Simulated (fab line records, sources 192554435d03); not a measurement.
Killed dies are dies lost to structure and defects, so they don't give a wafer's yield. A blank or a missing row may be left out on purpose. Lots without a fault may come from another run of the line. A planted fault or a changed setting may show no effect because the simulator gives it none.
fab line records | flow n5_finfet
record lots=5 wafers=13 last_day=24
route steps=1938 shown BEOL_M4@1099 BEOL_M5@1112 BEOL_M12@1628 BEOL_M15@1830 PASSIVATION@1936
lots that met no fault: from a run of the same line without faults
start_h: hours from the record's first day to the start of the lot's first wafer shown | wait_h: hours since the lot's step before | " the same as in the row above | L1.1+2: a row that stands for several wafers | - no value, or no start given | * or withheld: withheld | < > ~ a bound
route shown NAME@n: a module of which the file shows steps, and the number in the route of the first | usual: mean/standard deviation of fault-free wafers | same: alike in all rows | chamber/n: place in a boat | sites: the reading at each site | _std_site: their standard deviation | _edge_site: outer sites' mean less inner sites' | radius_mm: how far each site lies from the wafer's centre | mask NAME#n: copy n | behind: the tool/chamber that last shaped the wafer | hold: why the lot was held/for how many hours/how that ended | device: the transistor (n, p or np) that didn't switch | end of line: the same wafers' tests at the end of the route | a step without rows: its recipe alone | killed: dies lost to structure and defects at the first sort, not the wafer's yield | map: a wafer's dies, x killed, . not, _ none there
set.NAME: the setting as run; set.NAME@STEP: as run at that earlier step | model.NAME: the simulator's own value behind a step, which no gauge read
lots at some steps of the route; a table a step, a row a wafer
services: from which hour (start_h, from the record's first day; less than 0 if before it) a tool's chamber was out of use, for how many hours, and why
## steps
# step N5_BEOL_M4_ANNEAL_95
# recipe temp_c=400 time_s=240 ambient=vacuum
# step N5_BEOL_M4_SPUTTER_96
# recipe material=Cu target_thk_a=45 temp_c=-20 chamber_pressure_pa=0.07 power_w=withheld time_s=8.29
# step N5_BEOL_M4_ECD_50
# recipe material=Cu target_thk_a=3000
# step N5_BEOL_M4_ANNEAL_51
# recipe temp_c=225 time_s=90 ambient=N2
# step N5_BEOL_M4_CMP_52
# recipe stop_on=SiOC t_overpolish_s=6.8 down_force_psi=1 platen_rpm=50 clearing_platen_down_force_psi=1.5 clearing_platen_rpm=50 post_cmp_clean=cu_alkaline target_thk_nm=40 clearing_platen_pad_velocity_m_s=0.99484 pad_velocity_m_s=0.99484
# step N5_BEOL_M4_PRE_CLEAN_60
# recipe gas=NH3/H2 time_s=15 temp_c=* rf_power_w=300
# step N5_BEOL_M4_CO_CAP_55
# recipe material=Co target_thk_a=20 temp_c=200 precursor=CCTBA/H2 pressure_torr=30 time_s=102.1
# step N5_BEOL_M4_PRE_CLEAN_56
# recipe gas=NH3 time_s=15 temp_c=withheld rf_power_w=300
# step N5_BEOL_M4_DEP_57
# recipe material=SiCN target_thk_a=80 temp_c=withheld precursor=3MS/NH3 pressure_torr=3 rf_w=202 time_s=14
# step N5_BEOL_M4_RC_MEAS_101
# usual DIBL_N=35.8/1.6 DIBL_P=35.6/2 IOFF_N=0.15/0.031 IOFF_P=0.20/0.033 ION_N=668/12 ION_P=459/6.8 SS_N=71.4/0.53 SS_P=73.1/0.63 VT_N=250/3.5 VT_P=-251/3
# columns lot.wafer tool chamber start_h wait_h DIBL_N[mV/V] DIBL_P[mV/V] IOFF_N[nA/um] IOFF_P[nA/um] ION_N[uA/um] ION_P[uA/um] SS_N[mV/dec] SS_P[mV/dec] VT_N[mV] VT_P[mV]
L523.1 prober-01 0 387.54 0.0 34.3 35.1 0.12 0.17 656 453 70.5 73.0 256 -251
L523.4 " 0 " " 35.3 36.8 0.14 0.20 659 461 70.5 72.3 255 -251
L523.6 " 0 " " 35.2 35.7 0.13 0.19 662 459 71.5 72.0 251 -250
L530.1 prober-01 0 409.94 0.0 31.9 32.5 0.09 0.11 645 445 71.3 72.1 260 -260
L530.6 " 0 " " 32.3 33.2 0.10 0.12 653 448 70.3 72.4 260 -261
L531.1 prober-01 0 414.34 0.0 37.4 38.1 0.19 0.25 676 461 71.5 73.7 247 -248
L531.3 " 0 " " 36.4 36.5 0.17 0.23 672 467 71.3 73.9 249 -248
L531.6 " 0 " " 38.0 38.3 0.20 0.27 681 472 72.1 74.8 245 -245
L534.1 prober-02 0 435.59 0.0 34.9 35.3 0.15 0.18 666 453 71.1 72.6 250 -251
L534.6 " 0 " " 33.7 33.1 0.12 0.15 653 453 71.0 71.8 253 -254
L538.3 prober-02 0 461.74 0.3 35.2 33.4 0.12 0.17 656 451 71.1 72.3 255 -252
L538.4 " 0 " " 33.9 32.6 0.11 0.16 652 452 70.9 72.9 254 -252
L538.5 " 0 " " 34.2 32.9 0.12 0.17 680 466 71.2 72.5 252 -253
# step N5_BEOL_M5_ILD_DEP_00
# recipe material=SiCOH_lowk target_thk_a=1406.4 temp_c=300 precursor=DEMS/porogen pressure_torr=5 rf_w=500 time_s=25.9
# step N5_BEOL_M5_CURE_79
# recipe temp_c=385 time_s=240 ambient=He/Ar material=SiCOH_lowk
# step N5_BEOL_M5_PECVD_70
# recipe material=SiO2 target_thk_a=160 temp_c=400 precursor=TEOS/O2 pressure_torr=5.5 rf_w=450 teos_flow_sccm=53.8 gas=O2 flow_sccm=3000 time_s=18
# step N5_BEOL_M5_HM_DEP_02
# recipe material=TiN target_thk_a=200 temp_c=25 chamber_pressure_pa=0.49996
# step N5_BEOL_M5_COAT_59
# recipe resist=SOC temp_c=250 time_s=60 spin_rpm=1500 resist_thk_nm=60
# step N5_BEOL_M5_COAT_60
# recipe resist=SiARC temp_c=220 time_s=60 spin_rpm=1500 resist_thk_nm=12
# step N5_BEOL_M5_COAT_71
# recipe resist=underlayer temp_c=205 time_s=60 spin_rpm=1500 resist_thk_nm=5
# step N5_BEOL_M5_COAT_05
# recipe resist=CAR-EUV spin_rpm=1500 resist_thk_nm=30
# step N5_BEOL_M5_EBR_07
# recipe solvent=PGMEA ebr_width_mm=1.5
# step N5_BEOL_M5_SOFTBAKE_06
# recipe temp_c=110 time_s=60 resist=CAR-EUV
# step N5_BEOL_M5_EXPOSE_08
# recipe mask_id=M5 na=0.33 source_shape=annular sigma_inner=0.4 sigma_outer=0.8 polarization=unpolarized target_cd_nm=28 dose_mj=35.75
# step N5_BEOL_M5_PEB_09
# recipe peb_temp_c=100 peb_time_s=60 resist=CAR-EUV
# step N5_BEOL_M5_DEVELOP_10
# recipe develop_time_s=30 developer=TMAH resist=CAR-EUV rinse_liquid=surfactant_rinse dry=air_spin dev_temp_c=23
# step N5_BEOL_M5_DESCUM_16
# recipe chemistry=O2 time_s=7 source_power_w=50 bias_power_w=20 pressure_mtorr=20 rf_frequency_hz=2.712e+07 temp_c=40 resist=CAR-EUV o2_flow_sccm=225
# step N5_BEOL_M5_ETCH_72
# recipe chemistry=N2/H2 target=underlayer target_depth_a=65 mask_material=CAR-EUV time_s=5.2 ion_energy_ev=200 pressure_mtorr=30 source_w=840 bias_w=150 n2_flow_sccm=200 h2_flow_sccm=200 ends=cleared
# step N5_BEOL_M5_ETCH_61
# recipe chemistry=CF4 target=SiARC target_depth_a=156 mask_material=CAR-EUV time_s=26 ion_energy_ev=80 pressure_mtorr=40 source_w=545 bias_w=36 Ar_flow_sccm=100 cf4_flow_sccm=100 ends=cleared
# step N5_BEOL_M5_ETCH_62
# recipe chemistry=N2/H2 target=SOC target_depth_a=750 overetch_a=150 mask_material=SiARC temp_c=40 time_s=112.5 ion_energy_ev=200 pressure_mtorr=30 source_w=840 bias_w=150 n2_flow_sccm=200 h2_flow_sccm=200
# step N5_BEOL_M5_STRIP_63
# recipe chemistry=N2/H2 temp_c=40 n2_flow_sccm=200 h2_flow_sccm=200 rf_frequency_hz=6e+07
# step N5_BEOL_M5_STRIP_73
# recipe chemistry=N2/H2 temp_c=40 n2_flow_sccm=200 h2_flow_sccm=200 rf_frequency_hz=6e+07
# step N5_BEOL_M5_STRIP_64
# recipe chemistry=CF4 resist=SiARC power_w=300 bias_power_w=75 pressure_mtorr=50 cf4_flow_sccm=150 rf_frequency_hz=6e+07
# step N5_BEOL_M5_HM_OPEN_17
# recipe chemistry=Cl2/BCl3 target_depth_a=200 overetch_a=60 target=TiN mask_material=SOC ion_energy_ev=150 pressure_mtorr=10 icp_w=1000 bias_w=126 Cl2_flow_sccm=53.25 bcl3_flow_sccm=21.75 Ar_flow_sccm=25
# step N5_BEOL_M5_STRIP_19
# recipe chemistry=O2 power_w=400 temp_c=40 pressure_mtorr=30 rf_frequency_hz=6e+07 bias_power_w=0 overash_fraction=0.2 o2_flow_sccm=225
# step N5_BEOL_M5_COAT_65
# recipe resist=SOC temp_c=250 time_s=60 spin_rpm=1500 resist_thk_nm=60
# step N5_BEOL_M5_COAT_66
# recipe resist=SiARC temp_c=220 time_s=60 spin_rpm=1500 resist_thk_nm=12
# step N5_BEOL_M12_EXPOSE_25
# recipe mask_id=M12 na=0.93 source_shape=conventional sigma_outer=0.4 polarization=unpolarized dose_mj=21.8
# usual stage_vel_mm_s=499.98/0.23
# columns lot.wafer tool chamber start_h wait_h mask stage_vel_mm_s
L523.1 krf_scanner-02 0 465.76 - M12#0 499.94
L523.4 " 0 " " M12#0 499.96
L523.6 " 0 " " M12#0 500.48
L530.1 krf_scanner-02 0 481.08 - M12#0 500.17
L530.6 " 0 " " M12#0 500.15
L531.1 krf_scanner-02 0 486.19 - M12#0 500.20
L531.3 " 0 " " M12#0 500.39
L531.6 " 0 " " M12#0 500.20
L534.1 krf_scanner-02 0 502.46 - M12#0 500.00
L534.6 " 0 " " M12#0 500.05
L538.3 krf_scanner-01 0 531.92 - M12#0 500.14
L538.4 " 0 " " M12#0 499.86
L538.5 " 0 " " M12#0 499.99
# step N5_BEOL_M12_CD_MEAS_28
# recipe target_cd_nm=160.2 landing_energy_ev=500 detector=se_inlens polarity=opening
# usual cd_nm=160.6/1.5
# columns lot.wafer tool chamber start_h wait_h cd_nm
L523.1 cd_sem-01 0 465.93 - 159.3
L523.4 " 0 " " 162.4
L523.6 " 0 " " 160.7
L530.1 cd_sem-03 0 481.26 - 161.2
L530.6 " 0 " " 181.3
L531.1 cd_sem-02 0 486.36 - 159.2
L531.3 " 0 " " 158.1
L531.6 " 0 " " 180.1
L534.1 cd_sem-02 0 502.64 - 160.5
L534.6 " 0 " " 179.6
L538.3 cd_sem-02 0 532.08 - 158.3
L538.4 " 0 " " 159.6
L538.5 " 0 " " 159.2
# step N5_BEOL_M15_RC_MEAS_101
# usual COMB_M10=1.39e-11/2.9e-12 COMB_M11=1.31e-11/2.5e-12 COMB_M12=5.2e-12/1.3e-12 COMB_M13=4e-12/1.1e-12 COMB_M14=2.7e-12/8.4e-13 COMB_M15=1.7e-12/7.3e-13 COMB_M5=3.5e-11/8e-12 COMB_M6=2.4e-11/5.1e-12 COMB_M6_max_site=3.5e-11/8e-12 COMB_M7=2.5e-11/5e-12 COMB_M8=2.5e-11/5.1e-12 COMB_M9=1.5e-11/3.2e-12 COMB_M9_max_site=2.1e-11/5.2e-12 SERP_M10=3.08/0.098 SERP_M11=3.12/0.081 SERP_M11_max_site=3.22/0.091 SERP_M12=0.636/0.022 SERP_M12_max_site=0.649/0.022 SERP_M13=0.311/0.0058 SERP_M14=0.161/0.0063 SERP_M5=39.3/1.6 SERP_M6=13.7/0.73 SERP_M6_max_site=14.3/0.79 SERP_M7=14.0/0.52 SERP_M8=14.0/0.68 SERP_M9=3.12/0.09
# columns lot.wafer tool chamber start_h wait_h COMB_M10[S/m] COMB_M11[S/m] COMB_M12[S/m] COMB_M13[S/m] COMB_M14[S/m] COMB_M15[S/m] COMB_M5[S/m] COMB_M6[S/m] COMB_M6_max_site[S/m] COMB_M7[S/m] COMB_M8[S/m] COMB_M9[S/m] COMB_M9_max_site[S/m] SERP_M10[ohm/um] SERP_M11[ohm/um] SERP_M11_max_site[ohm/um] SERP_M12[ohm/um] SERP_M12_max_site[ohm/um] SERP_M13[ohm/um] SERP_M14[ohm/um] SERP_M5[ohm/um] SERP_M6[ohm/um] SERP_M6_max_site[ohm/um] SERP_M7[ohm/um] SERP_M8[ohm/um] SERP_M9[ohm/um]
L523.1 prober-01 0 492.62 0.0 1.22e-11 1.32e-11 5.5e-12 5.7e-12 3.7e-12 1.3e-12 3.8e-11 2.3e-11 3.6e-11 2.3e-11 2.2e-11 1.3e-11 2.2e-11 3.12 3.13 3.22 0.665 0.684 0.311 0.150 38.1 14.0 14.6 14.5 13.2 3.02
L523.4 " 0 " " 1.34e-11 1.23e-11 6.1e-12 3.3e-12 3.1e-12 1.8e-12 3.9e-11 2.7e-11 3.2e-11 2.2e-11 2.3e-11 1.5e-11 1.8e-11 2.99 3.17 3.25 0.622 0.631 0.317 0.149 37.1 13.3 13.9 14.7 14.0 3.04
L523.6 " 0 " " 1.27e-11 1.37e-11 5.2e-12 4.6e-12 3.1e-12 2.3e-12 3e-11 3e-11 3.8e-11 2e-11 3.3e-11 1.7e-11 2.2e-11 2.96 3.22 3.32 0.619 0.638 0.317 0.157 37.0 13.2 13.8 14.8 13.2 3.05
L530.1 prober-02 0 518.86 0.0 1.85e-11 1.53e-11 3e-12 2.8e-12 2.3e-12 7e-13 4.3e-11 1.3e-11 2.3e-11 2e-11 2.5e-11 1e-11 1.2e-11 3.18 3.21 3.35 0.637 0.650 0.315 0.155 40.8 12.4 12.9 12.4 14.2 2.99
L530.6 " 0 " " 2.04e-11 1.51e-11 3.6e-12 3.4e-12 3.1e-12 1.4e-12 4e-11 2e-11 3.6e-11 1.7e-11 1.8e-11 1.2e-11 1.3e-11 3.05 3.12 3.18 0.515 0.527 0.314 0.160 39.1 13.4 13.7 12.9 14.3 2.99
L531.1 prober-01 0 519.31 0.0 1.64e-11 1.26e-11 5.1e-12 4.6e-12 3.6e-12 1.3e-12 2.6e-11 1.8e-11 3.1e-11 2.7e-11 2.5e-11 1.5e-11 2.2e-11 2.95 3.11 3.15 0.654 0.672 0.310 0.163 38.5 13.3 14.0 13.7 14.2 2.99
L531.3 " 0 " " 1.34e-11 1.28e-11 5.2e-12 4.5e-12 3.4e-12 3e-12 3.1e-11 2.9e-11 3.9e-11 2.7e-11 2.4e-11 1.7e-11 2.5e-11 3.16 3.21 3.36 0.636 0.654 0.316 0.158 39.9 12.8 13.0 13.8 13.5 3.18
L531.6 " 0 " " 1.82e-11 1.47e-11 5e-12 5.1e-12 3.2e-12 2.9e-12 4.2e-11 2.2e-11 2.8e-11 3.1e-11 3.7e-11 1.5e-11 2.4e-11 3.04 3.09 3.16 0.516 0.521 0.308 0.159 41.0 13.0 13.9 13.4 13.4 3.01
L534.1 prober-02 0 528.45 0.0 1.02e-11 1.7e-11 6e-12 4.7e-12 2.2e-12 1.1e-12 4.3e-11 2e-11 4.1e-11 3.5e-11 2.9e-11 8e-12 1.6e-11 3.01 3.19 3.25 0.640 0.647 0.304 0.161 38.6 12.9 13.3 13.7 14.4 3.08
L534.6 " 0 " " 1.01e-11 1.12e-11 4.1e-12 3e-12 1.7e-12 1.1e-12 3.4e-11 2.1e-11 4.1e-11 2e-11 2.5e-11 1.5e-11 2.2e-11 3.01 3.06 3.10 0.527 0.538 0.310 0.171 42.5 14.4 14.9 14.3 14.1 3.08
L538.3 prober-01 0 560.83 0.3 1.53e-11 1.08e-11 5.2e-12 5.3e-12 3.7e-12 2.8e-12 3.9e-11 2e-11 3.5e-11 2.3e-11 2.1e-11 1.8e-11 2.1e-11 3.14 3.12 3.20 0.636 0.645 0.317 0.158 42.1 14.0 14.4 14.4 15.1 3.09
L538.4 " 0 " " 1.57e-11 1.24e-11 4.5e-12 5.9e-12 3.9e-12 2.2e-12 4.5e-11 2.9e-11 3.6e-11 2.3e-11 2.9e-11 1.6e-11 2.2e-11 3.03 3.17 3.22 0.676 0.680 0.315 0.170 44.3 13.1 13.4 14.2 14.9 3.21
L538.5 " 0 " " 1.79e-11 1.16e-11 5.3e-12 6.1e-12 2.9e-12 2.4e-12 3.1e-11 2.3e-11 3.1e-11 3.7e-11 2.1e-11 1.5e-11 1.9e-11 2.96 3.17 3.29 0.674 0.677 0.307 0.158 41.8 13.8 14.7 14.6 14.7 3.17
# sites SERP_M12 radius_mm=0,75,75,75,75,140,140,140,140
L523.1 0.671 0.663 0.665 0.670 0.656 0.684 0.662 0.672 0.660
L530.1 0.638 0.630 0.642 0.634 0.633 0.637 0.628 0.650 0.641
L531.1 0.647 0.654 0.649 0.650 0.655 0.653 0.665 0.672 0.661
L534.1 0.642 0.631 0.640 0.629 0.628 0.642 0.646 0.629 0.647
L538.3 0.634 0.636 0.639 0.639 0.630 0.645 0.645 0.626 0.633
# step N5_PASSIVATION_PROBE_49
# usual defect_limited_yield=90.7/1.5 killed_at_M0_to_M3=38/11 killed_at_M4_up=15/5.5 killed_at_contacts=12/6 killed_at_front_end=41/11 killed_at_other=3.5/2.7 killed_dies=110/18 killed_on_rim=15/3.6 killed_open=72/13 killed_short=35/8.7 sort_bin_5_function=5.5/1.1 sort_bin_6_memory=3.4/0.63 sort_bin_8_speed=0.01/0.037 sort_n_pass=1070/18 sort_yield_pct=90.7/1.5
# same gross_dies=1180 killed_at_back_side=0 sort_bin_4_leakage[%]=0
# columns lot.wafer tool chamber start_h wait_h defect_limited_yield[%] killed_at_M0_to_M3 killed_at_M4_up killed_at_contacts killed_at_front_end killed_at_other killed_dies killed_on_rim killed_open killed_short sort_bin_5_function[%] sort_bin_6_memory[%] sort_bin_8_speed[%] sort_n_pass sort_yield_pct[%]
L523.1 prober-02 - 507.25 0.0 91.9 31 15 6 44 0 96 12 72 23 4.4 3.4 0 1084 91.9
L523.4 prober-02 - 507.40 0.2 91.0 35 20 11 40 0 106 15 63 41 5.8 3.0 0 1074 91.0
L523.6 prober-02 - 507.50 0.3 92.5 26 15 9 38 0 88 10 73 15 4.7 2.7 0 1092 92.5
L530.1 prober-02 - 535.93 0.0 91.0 30 15 7 51 3 106 14 62 44 5.6 3.0 0.08 1073 90.9
L530.6 prober-02 - 536.18 0.3 85.3 30 87 13 43 0 173 49 70 40 6.8 2.2 0 1007 85.3
L531.1 prober-02 - 537.18 0.0 91.6 29 22 8 31 9 99 13 65 34 5.1 2.8 0 1081 91.6
L531.3 prober-02 - 537.28 0.1 91.4 29 12 5 48 8 102 12 69 33 4.7 3.6 0 1078 91.4
L531.6 prober-02 - 537.43 0.3 86.5 25 73 4 51 6 159 45 72 28 4.3 3.9 0 1021 86.5
L534.1 prober-02 - 546.19 0.0 89.9 38 30 13 38 0 119 12 83 34 5.4 4.3 0 1061 89.9
L534.6 prober-02 - 546.44 0.3 86.9 35 62 31 23 4 155 38 72 31 6.2 2.6 0 1025 86.9
# killed by level:class
L523.1 FIN_SAQP:geometric_particle:open=10 BEOL_M1:geometric_particle:open=10 GATE_CUT:geometric_particle:short=7 BEOL_M4:geometric_particle:open=7 DUMMY_GATE:geometric_particle:open=6 BEOL_M3:geometric_particle:open=6 MOL_CONTACT_COAG:geometric_particle:open=6 STI_FIN_REVEAL:geometric_particle:open=5
L523.4 FIN_SAQP:geometric_particle:open=12 BEOL_M4:geometric_particle:open=11 BEOL_M1:geometric_particle:open=10 BEOL_M0_SAQP:geometric_particle:short=7 MOL_CONTACT_COAG:geometric_particle:short=6 FIN_SAQP:geometric_particle:short=5 GATE_CUT:geometric_particle:short=5 MOL_CONTACT_COAG:geometric_particle:open=5
L523.6 FIN_SAQP:geometric_particle:open=11 MOL_CONTACT_COAG:geometric_particle:open=9 BEOL_M1:geometric_particle:open=9 BEOL_M4:geometric_particle:open=7 BEOL_M3:geometric_particle:open=5 STARTING-WAFER:geometric_particle:open=5 FIN_SAQP:geometric_particle:short=4 BEOL_M2:geometric_particle:open=4
L530.1 STI_FIN_REVEAL:geometric_particle:open=19 BEOL_M0_SAQP:geometric_particle:short=11 FIN_SAQP:geometric_particle:short=10 FIN_SAQP:geometric_particle:open=7 BEOL_M0_SAQP:geometric_particle:open=7 MOL_CONTACT_COAG:geometric_particle:open=6 BEOL_M4:geometric_particle:open=6 STI_FIN_REVEAL:geometric_particle:short=5
L530.6 BEOL_M12:area_expose=62 BEOL_M4:geometric_particle:open=15 MOL_CONTACT_COAG:geometric_particle:open=11 FIN_SAQP:geometric_particle:short=8 FIN_SAQP:geometric_particle:open=8 STI_FIN_REVEAL:geometric_particle:open=8 BEOL_M0_SAQP:geometric_particle:short=8 ILD0:geometric_particle:open=7
L531.1 BEOL_M4:geometric_particle:open=11 FIN_SAQP:geometric_particle:short=8 MOL_CONTACT_COAG:geometric_particle:open=8 BEOL_M2:geometric_particle:open=6 FIN_SAQP:geometric_particle:open=5 BEOL_M3:geometric_particle:open=5 BEOL_M0_SAQP:geometric_particle:open=5 BEOL_M1:geometric_particle:open=5
L531.3 STI_FIN_REVEAL:geometric_particle:open=13 FIN_SAQP:geometric_particle:open=7 BEOL_M1:geometric_particle:open=6 BEOL_M3:geometric_particle:open=6 DUMMY_GATE:geometric_particle:open=5 GATE_CUT:geometric_particle:short=5 BEOL_M0_SAQP:geometric_particle:short=5 PASS1_CAP:geometric_particle:open=5
L531.6 BEOL_M12:area_expose=59 FIN_SAQP:geometric_particle:open=15 FIN_SAQP:geometric_particle:short=10 STI_FIN_REVEAL:geometric_particle:open=10 BEOL_M4:geometric_particle:open=9 DUMMY_GATE:geometric_particle:open=7 BEOL_M2:geometric_particle:open=7 BEOL_M1:geometric_particle:open=5
L534.1 BEOL_M4:geometric_particle:open=16 BEOL_M2:geometric_particle:open=11 MOL_CONTACT_COAG:geometric_particle:open=10 FIN_SAQP:geometric_particle:short=8 FIN_SAQP:geometric_particle:open=7 BEOL_M1:geometric_particle:open=7 BEOL_M3:geometric_particle:open=7 BEOL_M5:geometric_particle:open=6
L534.6 BEOL_M12:area_expose=48 MOL_CONTACT_COAG:geometric_particle:open=24 BEOL_M4:geometric_particle:open=9 MOL_CONTACT_COAG:geometric_particle:short=7 BEOL_M3:geometric_particle:open=7 STI_FIN_REVEAL:geometric_particle:open=5 BEOL_M0:geometric_particle:open=5 BEOL_M2:geometric_particle:open=5
# map L530.6 (x killed, . not)
_________________..xx........________________
______________xxxx.x..xx........_____________
___________x.......x.........x.x...__________
__________..x.x...x..x.....x....x..._________
________xx..................x........._______
_______x..x....................x..x..x.______
______........................xx...x..xx_____
_____...x....x................x....x....x____
____....x.......................x......x.x___
___..x..x..xx......................x.......__
___.x..............x....x..x.......x.....x.__
__xx...x.....x...............xx..........x.x_
__x.........xx.........x.....x..........xx.x_
_..x.....x.........................x.....x.x.
_....x....x...x......x..x..........xxx......x
_....x.........xx.......x......x........x....
_...........................x..............x.
_.x.x....x....x..x...........................
_..x.......x.........x.x....................x
_xx...................................x......
_.x.....x....x..................x............
__xx......x..............x................x._
__...x..x...x....x.x........x..x...........x_
___...................................x....__
___...........x............................__
____............x...................x.....___
_____.x.....x.x.....x...........x....x.xx____
______xx.x.......xx......x......x......._____
_______x.x........x.....x..............______
________.x.....x..........xx.x..x..xx._______
__________x.x...............x..x.xxx_________
___________xx....x.......x..xx....x__________
______________x.x....x...x.....x_____________
_________________....x.xx....________________
# map L531.6 (x killed, . not)
_________________........x.x.________________
______________.....xxx.........._____________
___________x....x.......xx.....x...__________
__________x.x.x..................x.x_________
________x.......................x....._______
_______.x.xxx...........x..........x...______
______xx.x......................xx.x...._____
_____..x....x......x...x................x____
____xxx....x.........x....x...............___
___.x.......................x........x...x.__
___........x......x.....................xx.__
__..x..........x..........x.........x......._
__x...x....................x............xx.x_
_x.........x........x...........x......x...xx
_.x...........x...........................x.x
_..x.....................................x..x
_...............x..............x...x.......x.
_x.......................................xxx.
_.x..................x....x........x..x......
_x..x........x.....x.xx..x.........x.......xx
_..............x...x....................x....
__........................................xx_
__....x................................x.xx._
___xx.xx...............x......x...........x__
___x..xx....x......x........x......x.x.....__
____xx.........x..x.x..................x..___
_____x...............xx....x.........x...____
______x....................xx........x.._____
_______.x.................x...........x______
________..x.x............x.x.........._______
__________....xx......x..........x.._________
___________x..xx.....xx.....x...x.x__________
______________x....x....x.....x._____________
_________________......xx....________________
## services
# columns tool chamber start_h hours kind
krf_scanner-02 - 442.99 0.7 repair
krf_scanner-01 0 443.52 - calibration
krf_scanner-02 - 448.21 0.8 pm
krf_scanner-01 - 456.18 0.6 repair
krf_scanner-01 - 466.17 0.8 pm
krf_scanner-01 - 478.06 1.7 repair
krf_scanner-01 - 480.47 1.0 pm
krf_scanner-02 - 484.55 1.3 pm
krf_scanner-01 - 492.65 0.8 pm
krf_scanner-01 - 497.42 1.3 pm
krf_scanner-01 - 498.87 0.8 repair
krf_scanner-02 - 501.06 0.5 repair
krf_scanner-02 - 520.16 0.8 pm
## key
first_sign step=N5_BEOL_M12_CD_MEAS_28 reading=cd_nm direction=up sigmas=13 usual=160.6 struck=180.3
effect step=N5_BEOL_M15_RC_MEAS_101 reading=SERP_M12 direction=down sigmas=5.4 usual=0.636 struck=0.519
effect step=N5_PASSIVATION_PROBE_49 reading=killed_at_M4_up direction=up sigmas=11 usual=15 struck=74
more_kills_born_at N5_BEOL_M12_EXPOSE_25@krf_scanner-02=169
met_at N5_BEOL_M12_EXPOSE_25
struck_wafers L530.6,L531.6,L534.6
onset_between 465.76 481.08
fault kind=process_parameter_drift tool=krf_scanner-02 chamber=- onset_h=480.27 steps=N5_BEOL_M12_EXPOSE_25 channel=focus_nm offset=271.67 shape=step end_h=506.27 scope=struck_wafers_only
